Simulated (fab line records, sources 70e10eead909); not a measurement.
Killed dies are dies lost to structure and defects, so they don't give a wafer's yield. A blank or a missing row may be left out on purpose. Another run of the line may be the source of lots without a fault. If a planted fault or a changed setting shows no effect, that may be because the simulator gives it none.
fab line records	flow nand-harc
record lots=24	wafers=72	last-day=34
route steps=1302 shown A_CONTACT@1092 A_M0@1149
lots that met no fault: from a run of the same line without faults
start-h: the number of hours between the record's first day and the start of the first shown wafer of the lot	wait-h: hours from the lot's prior step to this one	" same as the row above	L1.1+2: a single row standing in for several wafers	- either no value or no given start	* or withheld: withheld	< > ~ a bound
route shown NAME@n: a module of which the file shows steps, and the number in the route of the first	usual: mean and standard deviation over wafers with no fault	same: alike in all rows	chamber/n: place in a boat	sites: readings site by site	_std_site: standard deviation of those values	_edge_site: inner sites' mean taken away from outer sites' mean	radius-mm: how far each site lies from the wafer's centre	mask NAME#n: copy n	behind: tool/chamber where the wafer was last shaped	hold: the reason the lot was held/the length of the hold in hours/how it ended	device: transistor that didn't switch, given as n, p or np	end of line: at the end of the route, the tests of the same wafers	a step without rows: its recipe alone	killed: not the wafer's yield, but the dies lost to structure and defects at the first sort	map: dies across one wafer; x = killed, . = not, _ = none there
set.NAME: the setting the step ran with; set.NAME@STEP: the setting that earlier step ran with	model.NAME: the simulator's own value behind a step, which no gauge read
steps of the route over a sample of lots; a table a step, a row a wafer
services: from which hour (start-h, from the record's first day; less than 0 if before it) a tool's chamber was out of use, for how many hours, and why
## steps
# step NHARC_A_CONTACT_ETCH_92
# recipe target-depth-a=400	over-etch-frac=0.5	time-s=85.7	ion-energy-ev=120	ch3f-flow-sccm=50	o2-flow-sccm=30	ar-flow-sccm=200	rf-w=500	bias-w=100	chemistry=CH3F/O2
# usual drypump-motor-current-A=5.9/0.33	oes-product-au=0.938/0.02	rf-vpp-V=245.1/1.5	showerhead-plenum-p-Torr=2.51/0.1	throttle-valve-pct=20.661/0.0091
lot.wafer	tool	chamber	start-h	wait-h	drypump-motor-current-A	oes-product-au	rf-hours-counter-h	rf-vpp-V	showerhead-plenum-p-Torr	throttle-valve-pct
L074.3	rie-diel-04	1	511.82	0.4	5.3	0.918	50	244.7	2.62	20.661
L074.2	"	2	"	"	5.7	0.911	48	244.1	2.45	20.651
L074.5	"	0	"	"	5.2	0.924	-	241.1	2.32	20.655
L075.2	rie-diel-07	2	524.81	0.6	6.1	0.939	10	246.8	2.64	20.670
L075.1	"	3	"	"	6.2	0.932	9	244.9	2.52	20.666
L075.4	"	1	"	"	5.9	0.932	9	245.3	2.56	20.653
L076.2	rie-diel-11	1	525.18	0.5	5.8	0.920	29	245.6	2.53	20.656
L076.1	"	2	"	"	5.5	0.934	27	242.1	2.28	20.664
L076.6	"	1	"	"	5.8	0.925	-	245.2	2.53	20.667
L077.2	rie-diel-04	3	527.41	0.5	6.3	0.995	55	244.0	2.43	20.643
L077.6	"	1	"	"	5.4	0.996	-	245.6	2.61	20.658
L077.5	"	2	"	"	5.7	0.989	-	243.7	2.45	20.652
L078.3	rie-diel-11	3	543.78	0.4	5.8	0.929	31	246.8	2.65	20.654
L078.2	"	2	"	"	5.5	0.920	34	243.3	2.28	20.657
L078.6	"	3	"	"	5.8	0.938	-	246.9	2.65	20.668
L079.3	rie-diel-07	2	550.99	0.4	6.1	0.942	13	247.5	2.64	20.648
L079.1	"	1	"	"	5.9	0.938	13	245.5	2.56	20.665
L079.6	"	2	"	"	6.1	0.939	-	246.3	2.64	20.650
L080.2	rie-diel-07	2	574.61	0.5	6.1	0.948	14	248.3	2.64	20.671
L080.3	"	1	"	"	5.9	0.945	18	244.5	2.56	20.638
L080.5	"	2	"	"	6.1	0.934	-	247.4	2.64	20.653
L081.3	rie-diel-07	0	590.42	0.4	6.2	0.937	19	244.7	2.55	20.656
L081.5	"	3	"	"	6.3	0.946	-	246.0	2.51	20.670
L081.6	"	0	"	"	6.2	0.948	-	245.1	2.55	20.664
L083.2	rie-diel-11	3	605.45	0.5	5.8	0.939	52	246.2	2.64	20.662
L083.5	"	1	"	"	5.8	0.932	-	246.2	2.52	20.669
L083.6	"	2	"	"	5.5	0.926	-	243.8	2.27	20.672
L082.4	rie-diel-07	3	616.55	0.4	6.3	0.933	26	244.1	2.51	20.660
L082.2	"	0	"	"	6.1	0.931	26	245.3	2.55	20.665
L082.3	"	1	"	"	6.0	0.931	25	245.4	2.55	20.665
L084.1	rie-diel-07	2	621.64	0.5	6.1	0.962	24	246.5	2.64	20.663
L084.2	"	3	"	"	6.2	0.940	27	243.7	2.51	20.665
L084.4	"	0	"	"	6.2	0.936	26	245.3	2.55	20.673
L085.3	rie-diel-07	1	626.68	0.4	5.9	0.938	27	246.5	2.55	20.665
L085.1	"	3	"	"	6.2	0.936	28	245.9	2.51	20.637
L085.6	"	2	"	"	6.1	0.948	-	245.9	2.64	20.660
L086.1	rie-diel-11	3	649.77	0.6	5.9	0.923	8	245.9	2.63	20.645
L086.5	"	1	"	"	5.8	0.919	-	244.7	2.52	20.651
L086.6	"	2	"	"	5.6	0.929	-	245.8	2.66	20.667
L087.4	rie-diel-04	0	653.72	0.4	5.2	0.989	27	242.9	2.30	20.674
L087.3	"	2	"	"	5.7	0.999	37	244.9	2.43	20.654
L087.6	"	3	"	"	6.2	1.003	-	245.2	2.41	20.658
L088.3	rie-diel-11	2	655.58	0.4	5.6	0.928	12	247.2	2.66	20.643
L088.6	"	1	"	"	5.8	0.913	-	244.6	2.51	20.665
L088.5	"	2	"	"	5.5	0.924	-	247.3	2.66	20.677
L091.2	rie-diel-04	2	665.48	0.5	5.7	0.938	40	244.5	2.43	20.663
L091.1	"	3	"	"	6.3	0.939	40	243.7	2.41	20.662
L091.3	"	0	"	"	5.2	0.940	30	241.9	2.30	20.659
L089.3	rie-diel-04	0	669.81	0.5	5.2	0.933	33	242.2	2.30	20.656
L089.6	"	3	"	"	6.2	0.936	-	243.8	2.41	20.661
L089.4	"	0	"	"	5.2	0.937	-	242.1	2.30	20.657
L090.2	rie-diel-07	1	673.57	0.5	5.9	0.939	5	246.2	2.55	20.673
L090.5	"	3	"	"	6.2	0.931	-	243.9	2.51	20.651
L090.4	"	2	"	"	6.1	0.923	-	246.7	2.63	20.652
L092.4	rie-diel-07	0	694.36	0.4	6.2	0.929	5	244.5	2.55	20.657
L092.6	"	3	"	"	6.2	0.937	-	244.7	2.50	20.655
L092.5	"	0	"	"	6.1	0.933	-	244.6	2.55	20.668
L094.2	rie-diel-04	0	699.83	0.5	5.2	0.931	41	241.0	2.30	20.658
L094.3	"	1	"	"	5.4	0.924	50	247.3	2.59	20.665
L094.1	"	3	"	"	6.3	0.929	49	241.8	2.41	20.659
L093.3	rie-diel-11	1	706.21	0.4	5.8	0.917	33	246.1	2.51	20.664
L093.1	"	3	"	"	5.8	0.937	28	247.5	2.63	20.669
L093.4	"	0	"	"	6.4	0.918	26	242.0	2.39	20.658
L095.4	rie-diel-07	2	719.43	0.4	6.1	0.935	9	247.0	2.63	20.671
L095.6	"	1	"	"	5.9	0.936	-	246.2	2.55	20.663
L095.5	"	2	"	"	6.0	0.939	-	247.4	2.63	20.656
L097.2	rie-diel-07	1	749.05	0.5	5.9	0.927	13	246.0	2.54	20.665
L097.3	"	2	"	"	6.1	0.928	13	245.7	2.63	20.660
L097.5	"	3	"	"	6.2	0.931	-	245.7	2.50	20.680
L096.2	rie-diel-07	1	762.16	0.5	5.9	0.916	15	245.4	2.54	20.662
L096.3	"	2	"	"	6.1	0.930	15	245.8	2.63	20.660
L096.6	"	0	"	"	6.1	0.930	-	245.8	2.54	20.638
# step NHARC_A_CONTACT_INSPECT_23
# usual raw-defect-count=524/130
lot.wafer	tool	chamber	start-h	wait-h	raw-defect-count
L074.2	defect-inspect-01	-	514.44	0.1	436
L074.3	"	-	"	"	423
L074.5	"	-	"	"	377
L075.1	defect-inspect-02	-	527.73	0.1	541
L075.2	"	-	"	"	595
L075.4	"	-	"	"	749
L076.1	defect-inspect-01	-	527.81	0.1	483
L076.2	"	-	"	"	349
L076.6	"	-	"	"	374
L077.2	defect-inspect-01	-	530.09	0.1	800
L077.5	"	-	"	"	610
L077.6	"	-	"	"	790
L078.2	defect-inspect-02	-	546.45	0.1	729
L078.3	"	-	"	"	577
L078.6	"	-	"	"	747
L079.1	defect-inspect-02	-	553.81	0.1	501
L079.3	"	-	"	"	420
L079.6	"	-	"	"	504
L080.2	defect-inspect-02	-	577.99	0.1	417
L080.3	"	-	"	"	467
L080.5	"	-	"	"	460
L081.3	defect-inspect-01	-	593.05	0.1	589
L081.5	"	-	"	"	482
L081.6	"	-	"	"	681
L083.2	defect-inspect-02	-	608.09	0.1	371
L083.5	"	-	"	"	382
L083.6	"	-	"	"	437
L082.2	defect-inspect-01	-	619.18	0.1	412
L082.3	"	-	"	"	418
L082.4	"	-	"	"	489
L084.1	defect-inspect-02	-	624.27	0.1	452
L084.2	"	-	"	"	392
L084.4	"	-	"	"	366
L085.1	defect-inspect-01	-	629.33	0.1	365
L085.3	"	-	"	"	484
L085.6	"	-	"	"	422
L086.1	defect-inspect-01	-	652.52	0.1	634
L086.5	"	-	"	"	743
L086.6	"	-	"	"	742
L087.3	defect-inspect-01	-	656.59	0.1	890
L087.4	"	-	"	"	510
L087.6	"	-	"	"	612
L088.3	defect-inspect-01	-	658.35	0.1	584
L088.5	"	-	"	"	494
L088.6	"	-	"	"	675
L091.1	defect-inspect-01	-	668.24	0.1	846
L091.2	"	-	"	"	638
L091.3	"	-	"	"	514
L089.3	defect-inspect-02	-	672.56	0.1	620
L089.4	"	-	"	"	586
L089.6	"	-	"	"	475
L090.2	defect-inspect-02	-	676.40	0.1	603
L090.4	"	-	"	"	477
L090.5	"	-	"	"	625
L092.4	defect-inspect-02	-	697.80	0.1	381
L092.5	"	-	"	"	495
L092.6	"	-	"	"	584
L094.1	defect-inspect-01	-	703.32	0.1	367
L094.2	"	-	"	"	444
L094.3	"	-	"	"	708
L093.1	defect-inspect-02	-	708.91	0.1	755
L093.3	"	-	"	"	464
L093.4	"	-	"	"	483
L095.4	defect-inspect-02	-	722.11	0.1	599
L095.5	"	-	"	"	404
L095.6	"	-	"	"	446
L097.2	defect-inspect-01	-	751.68	0.1	506
L097.3	"	-	"	"	388
L097.5	"	-	"	"	342
L096.2	defect-inspect-02	-	764.80	0.1	362
L096.3	"	-	"	"	494
L096.6	"	-	"	"	352
# step NHARC_A_M0_INSPECT_11
# usual raw-defect-count=92/31
lot.wafer	tool	chamber	start-h	wait-h	raw-defect-count
L074.2	defect-inspect-01	-	519.13	0.0	128
L074.3	"	-	"	"	95
L074.5	"	-	"	"	106
L075.1	defect-inspect-01	-	532.43	0.0	127
L075.2	"	-	"	"	164
L075.4	"	-	"	"	159
L076.1	defect-inspect-02	-	532.58	0.0	55
L076.2	"	-	"	"	58
L076.6	"	-	"	"	60
L077.2	defect-inspect-02	-	534.68	0.0	76
L077.5	"	-	"	"	87
L077.6	"	-	"	"	65
L078.2	defect-inspect-01	-	551.06	0.0	142
L078.3	"	-	"	"	100
L078.6	"	-	"	"	112
L079.1	defect-inspect-02	-	558.26	0.0	118
L079.3	"	-	"	"	117
L079.6	"	-	"	"	122
L080.2	defect-inspect-01	-	582.69	0.0	97
L080.3	"	-	"	"	112
L080.5	"	-	"	"	107
L081.3	defect-inspect-02	-	597.59	0.0	74
L081.5	"	-	"	"	59
L081.6	"	-	"	"	87
L083.2	defect-inspect-02	-	612.69	0.0	87
L083.5	"	-	"	"	87
L083.6	"	-	"	"	73
L082.2	defect-inspect-01	-	623.84	0.0	88
L082.3	"	-	"	"	80
L082.4	"	-	"	"	67
L084.1	defect-inspect-02	-	628.85	0.0	85
L084.2	"	-	"	"	75
L084.4	"	-	"	"	77
L085.1	defect-inspect-01	-	633.87	0.0	61
L085.3	"	-	"	"	68
L085.6	"	-	"	"	76
L086.1	defect-inspect-01	-	657.05	0.0	57
L086.5	"	-	"	"	69
L086.6	"	-	"	"	61
L087.3	defect-inspect-01	-	661.14	0.0	124
L087.4	"	-	"	"	122
L087.6	"	-	"	"	98
L088.3	defect-inspect-02	-	663.06	0.0	56
L088.5	"	-	"	"	59
L088.6	"	-	"	"	60
L091.1	defect-inspect-01	-	672.77	0.0	150
L091.2	"	-	"	"	157
L091.3	"	-	"	"	137
L089.3	defect-inspect-02	-	677.35	0.0	59
L089.4	"	-	"	"	55
L089.6	"	-	"	"	72
L090.2	defect-inspect-01	-	681.41	0.0	114
L090.4	"	-	"	"	105
L090.5	"	-	"	"	98
L092.4	defect-inspect-01	-	702.35	0.0	30
L092.5	"	-	"	"	34
L092.6	"	-	"	"	39
L094.1	defect-inspect-02	-	707.93	0.0	99
L094.2	"	-	"	"	123
L094.3	"	-	"	"	114
L093.1	defect-inspect-02	-	713.79	0.0	80
L093.3	"	-	"	"	60
L093.4	"	-	"	"	80
L095.4	defect-inspect-01	-	726.76	0.0	152
L095.5	"	-	"	"	127
L095.6	"	-	"	"	112
L097.2	defect-inspect-01	-	756.40	0.0	70
L097.3	"	-	"	"	80
L097.5	"	-	"	"	68
L096.2	defect-inspect-01	-	769.46	0.0	114
L096.3	"	-	"	"	87
L096.6	"	-	"	"	109
# step NHARC_A_M0_CMP_23
# recipe t-overpolish-s=20	target-thk-nm=113.75
# usual motor-current-A=11.9/1.2	slurry-flow-ml-min=150.0/0.43	time-to-endpoint-s=29.3/2.3
lot.wafer	tool	chamber	start-h	wait-h	motor-current-A	slurry-flow-ml-min	time-to-endpoint-s
L074.2	cmp-02	2	521.25	-	13.0	150.9	29.8
L074.3	"	3	"	"	12.2	150.4	28.9
L074.5	"	1	"	"	10.6	149.5	27.3
L075.4	cmp-04	3	534.67	-	9.7	150.3	35.0
L075.1	"	0	"	"	11.7	149.0	29.9
L075.2	"	1	"	"	11.9	150.1	27.0
L076.1	cmp-02	0	534.97	-	11.0	149.0	26.3
L076.2	"	3	"	"	11.8	150.2	26.1
L076.6	"	1	"	"	11.2	150.4	27.4
L077.2	cmp-01	1	537.08	-	13.0	149.6	26.7
L077.5	"	3	"	"	10.9	149.3	25.6
L077.6	"	0	"	"	13.2	150.0	29.9
L078.2	cmp-04	2	553.17	-	14.1	150.8	30.2
L078.3	"	0	"	"	12.1	150.3	29.8
L078.6	"	2	"	"	13.4	150.4	32.0
L079.3	cmp-02	0	560.62	-	11.0	150.2	32.8
L079.1	"	1	"	"	10.4	149.7	31.6
L079.6	"	0	"	"	11.1	149.5	31.7
L080.3	cmp-01	2	584.85	-	13.7	149.5	31.9
L080.2	"	3	"	"	11.0	149.7	30.1
L080.5	"	1	"	"	12.8	149.9	29.4
L081.3	cmp-02	0	599.70	-	10.9	150.6	30.8
L081.5	"	0	"	"	10.6	149.8	29.0
L081.6	"	1	"	"	11.2	150.6	29.7
L083.2	cmp-01	0	614.81	-	13.8	149.9	30.5
L083.5	"	2	"	"	12.4	149.6	33.2
L083.6	"	3	"	"	11.0	149.8	26.4
L082.4	cmp-01	0	625.92	-	13.2	150.1	27.6
L082.2	"	1	"	"	12.5	149.5	31.6
L082.3	"	3	"	"	10.9	149.8	26.0
L084.2	cmp-01	3	631.07	-	10.9	149.2	26.2
L084.4	"	0	"	"	12.9	150.5	31.0
L084.1	"	1	"	"	13.1	149.9	27.4
L085.3	cmp-02	3	636.10	-	12.1	149.7	28.7
L085.1	"	0	"	"	10.8	150.7	28.7
L085.6	"	3	"	"	11.8	150.2	29.2
L086.1	cmp-02	2	659.17	-	12.7	149.7	28.6
L086.6	"	0	"	"	10.3	149.9	29.4
L086.5	"	1	"	"	10.8	150.3	30.4
L087.3	cmp-02	2	663.25	-	13.0	150.6	32.6
L087.4	"	3	"	"	12.0	150.2	26.2
L087.6	"	1	"	"	10.8	150.0	29.4
L088.3	cmp-01	0	665.19	-	13.1	149.9	28.7
L088.6	"	3	"	"	11.0	149.7	27.7
L088.5	"	0	"	"	13.4	150.6	31.2
L091.3	cmp-02	0	674.92	-	10.5	150.2	29.6
L091.1	"	1	"	"	11.3	150.2	31.2
L091.2	"	2	"	"	13.0	149.9	29.8
L089.4	cmp-02	0	679.46	-	10.5	150.1	28.4
L089.3	"	1	"	"	10.7	150.8	29.8
L089.6	"	0	"	"	11.1	150.1	27.6
L090.4	cmp-01	2	683.47	-	13.2	149.9	31.1
L090.2	"	0	"	"	13.2	149.7	27.2
L090.5	"	2	"	"	13.3	150.2	32.7
L092.4	cmp-02	2	704.50	-	12.8	149.7	30.3
L092.6	"	3	"	"	11.9	149.8	28.6
L092.5	"	0	"	"	10.9	149.1	29.7
L094.1	cmp-04	2	714.61	-	13.5	150.1	27.4
L094.2	"	3	"	"	10.7	149.1	28.2
L094.3	"	1	"	"	12.3	150.0	24.4
L093.3	cmp-01	2	716.42	-	12.9	149.9	31.2
L093.4	"	3	"	"	10.4	150.4	28.4
L093.1	"	0	"	"	13.4	150.0	29.7
L095.4	cmp-01	2	728.93	-	12.7	150.8	31.2
L095.6	"	3	"	"	10.5	150.6	25.9
L095.5	"	0	"	"	13.4	149.9	28.5
L097.3	cmp-01	0	758.50	-	13.7	150.0	26.4
L097.2	"	1	"	"	12.4	150.6	25.5
L097.5	"	1	"	"	12.9	150.2	25.5
L096.2	cmp-04	3	771.62	-	9.6	150.0	28.8
L096.3	"	1	"	"	12.2	149.8	25.8
L096.6	"	0	"	"	11.0	149.4	32.7
# step NHARC_A_M0_THK_MEAS_24
# recipe thk-meas-gauge=xrf
# usual thk-nm=114.3/1.4
lot.wafer	tool	chamber	start-h	wait-h	thk-nm
L074.2	film-metro-02	-	521.51	-	112.6
L074.3	"	-	"	"	112.5
L074.5	"	-	"	"	114.6
L075.1	film-metro-02	-	534.98	-	113.8
L075.2	"	-	"	"	113.6
L075.4	"	-	"	"	115.7
L076.1	film-metro-02	-	535.29	-	114.7
L076.2	"	-	"	"	113.0
L076.6	"	-	"	"	113.4
L077.2	film-metro-02	-	537.33	-	114.5
L077.5	"	-	"	"	114.9
L077.6	"	-	"	"	115.0
L078.2	film-metro-02	-	553.48	-	117.0
L078.3	"	-	"	"	116.0
L078.6	"	-	"	"	114.2
L079.1	film-metro-01	-	560.90	-	117.7
L079.3	"	-	"	"	113.6
L079.6	"	-	"	"	115.3
L080.2	film-metro-01	-	585.11	-	115.1
L080.3	"	-	"	"	114.8
L080.5	"	-	"	"	114.7
L081.3	film-metro-02	-	600.01	-	113.5
L081.5	"	-	"	"	113.5
L081.6	"	-	"	"	112.7
L083.2	film-metro-01	-	615.07	-	115.0
L083.5	"	-	"	"	117.5
L083.6	"	-	"	"	111.6
L082.2	film-metro-02	-	626.24	-	114.3
L082.3	"	-	"	"	114.8
L082.4	"	-	"	"	114.6
L084.1	film-metro-01	-	631.36	-	115.4
L084.2	"	-	"	"	114.6
L084.4	"	-	"	"	114.4
L085.1	film-metro-02	-	636.41	-	113.6
L085.3	"	-	"	"	114.5
L085.6	"	-	"	"	111.7
L086.1	film-metro-01	-	659.43	-	114.6
L086.5	"	-	"	"	115.2
L086.6	"	-	"	"	113.6
L087.3	film-metro-02	-	663.51	-	113.1
L087.4	"	-	"	"	112.6
L087.6	"	-	"	"	113.5
L088.3	film-metro-02	-	665.48	-	113.8
L088.5	"	-	"	"	114.8
L088.6	"	-	"	"	112.1
L091.1	film-metro-02	-	675.21	-	114.4
L091.2	"	-	"	"	115.7
L091.3	"	-	"	"	113.7
L089.3	film-metro-02	-	679.78	-	113.9
L089.4	"	-	"	"	113.4
L089.6	"	-	"	"	114.4
L090.2	film-metro-01	-	683.80	-	117.8
L090.4	"	-	"	"	114.4
L090.5	"	-	"	"	114.0
L092.4	film-metro-02	-	704.73	-	116.3
L092.5	"	-	"	"	113.6
L092.6	"	-	"	"	115.1
L094.1	film-metro-02	-	714.92	-	115.5
L094.2	"	-	"	"	114.4
L094.3	"	-	"	"	113.3
L093.1	film-metro-01	-	716.73	-	113.0
L093.3	"	-	"	"	112.6
L093.4	"	-	"	"	116.0
L095.4	film-metro-01	-	729.16	-	115.6
L095.5	"	-	"	"	113.8
L095.6	"	-	"	"	112.2
L097.2	film-metro-02	-	758.82	-	113.6
L097.3	"	-	"	"	115.8
L097.5	"	-	"	"	113.2
L096.2	film-metro-01	-	771.93	-	114.2
L096.3	"	-	"	"	113.6
L096.6	"	-	"	"	113.6
# step NHARC_A_M0_INSPECT_27
# usual raw-defect-count=522/100
lot.wafer	tool	chamber	start-h	wait-h	raw-defect-count
L074.2	defect-inspect-02	-	521.67	0.0	471
L074.3	"	-	"	"	586
L074.5	"	-	"	"	478
L075.1	defect-inspect-01	-	535.14	0.0	623
L075.2	"	-	"	"	637
L075.4	"	-	"	"	575
L076.1	defect-inspect-02	-	535.44	0.0	524
L076.2	"	-	"	"	403
L076.6	"	-	"	"	375
L077.2	defect-inspect-02	-	537.49	0.0	775
L077.5	"	-	"	"	550
L077.6	"	-	"	"	518
L078.2	defect-inspect-01	-	553.64	0.0	532
L078.3	"	-	"	"	512
L078.6	"	-	"	"	543
L079.1	defect-inspect-02	-	561.06	0.0	455
L079.3	"	-	"	"	361
L079.6	"	-	"	"	409
L080.2	defect-inspect-02	-	585.27	0.0	460
L080.3	"	-	"	"	482
L080.5	"	-	"	"	483
L081.3	defect-inspect-01	-	600.19	0.0	656
L081.5	"	-	"	"	460
L081.6	"	-	"	"	583
L083.2	defect-inspect-02	-	615.23	0.0	452
L083.5	"	-	"	"	544
L083.6	"	-	"	"	434
L082.2	defect-inspect-02	-	626.40	0.0	398
L082.3	"	-	"	"	514
L082.4	"	-	"	"	311
L084.1	defect-inspect-01	-	631.51	0.0	686
L084.2	"	-	"	"	555
L084.4	"	-	"	"	480
L085.1	defect-inspect-02	-	636.57	0.0	494
L085.3	"	-	"	"	558
L085.6	"	-	"	"	474
L086.1	defect-inspect-01	-	659.59	0.0	474
L086.5	"	-	"	"	472
L086.6	"	-	"	"	460
L087.3	defect-inspect-01	-	663.67	0.0	494
L087.4	"	-	"	"	644
L087.6	"	-	"	"	551
L088.3	defect-inspect-01	-	665.64	0.0	643
L088.5	"	-	"	"	430
L088.6	"	-	"	"	535
L091.1	defect-inspect-01	-	675.36	0.0	596
L091.2	"	-	"	"	562
L091.3	"	-	"	"	680
L089.3	defect-inspect-02	-	679.93	0.0	420
L089.4	"	-	"	"	584
L089.6	"	-	"	"	382
L090.2	defect-inspect-02	-	683.95	0.0	673
L090.4	"	-	"	"	639
L090.5	"	-	"	"	532
L092.4	defect-inspect-02	-	704.89	0.0	603
L092.5	"	-	"	"	388
L092.6	"	-	"	"	445
L094.1	defect-inspect-01	-	715.08	0.0	430
L094.2	"	-	"	"	601
L094.3	"	-	"	"	533
L093.1	defect-inspect-02	-	716.89	0.0	654
L093.3	"	-	"	"	506
L093.4	"	-	"	"	435
L095.4	defect-inspect-01	-	729.32	0.0	562
L095.5	"	-	"	"	746
L095.6	"	-	"	"	656
L097.2	defect-inspect-01	-	758.97	0.0	404
L097.3	"	-	"	"	519
L097.5	"	-	"	"	474
L096.2	defect-inspect-02	-	772.09	0.0	484
L096.3	"	-	"	"	566
L096.6	"	-	"	"	545
## services
tool	chamber	start-h	hours	kind
cmp-01	-	495.62	11.2	repair
cmp-04	-	503.08	4.0	pm
rie-diel-04	0	518.99	65.0	repair
cmp-02	-	526.81	4.0	pm
rie-diel-04	-	533.58	9.0	pm
rie-diel-07	2	563.04	10.5	repair
cmp-01	-	577.56	4.0	pm
cmp-04	-	601.08	4.0	pm
rie-diel-11	-	609.92	9.0	pm
rie-diel-04	-	617.11	0.4	repair
cmp-02	-	624.81	4.0	pm
cmp-01	-	635.94	2.1	repair
rie-diel-07	-	648.20	9.0	pm
rie-diel-04	1	661.86	9.7	repair
rie-diel-07	0	670.15	9.9	repair
cmp-01	-	675.56	4.0	pm
rie-diel-04	3	678.08	5.6	repair
cmp-04	-	699.08	4.0	pm
rie-diel-04	-	710.58	9.0	pm
cmp-02	-	714.69	1.9	repair
cmp-02	-	722.92	4.0	pm
cmp-04	-	748.18	1.5	repair
rie-diel-11	1	754.12	3.4	repair
rie-diel-07	1	767.45	1.6	repair
## key
fault none
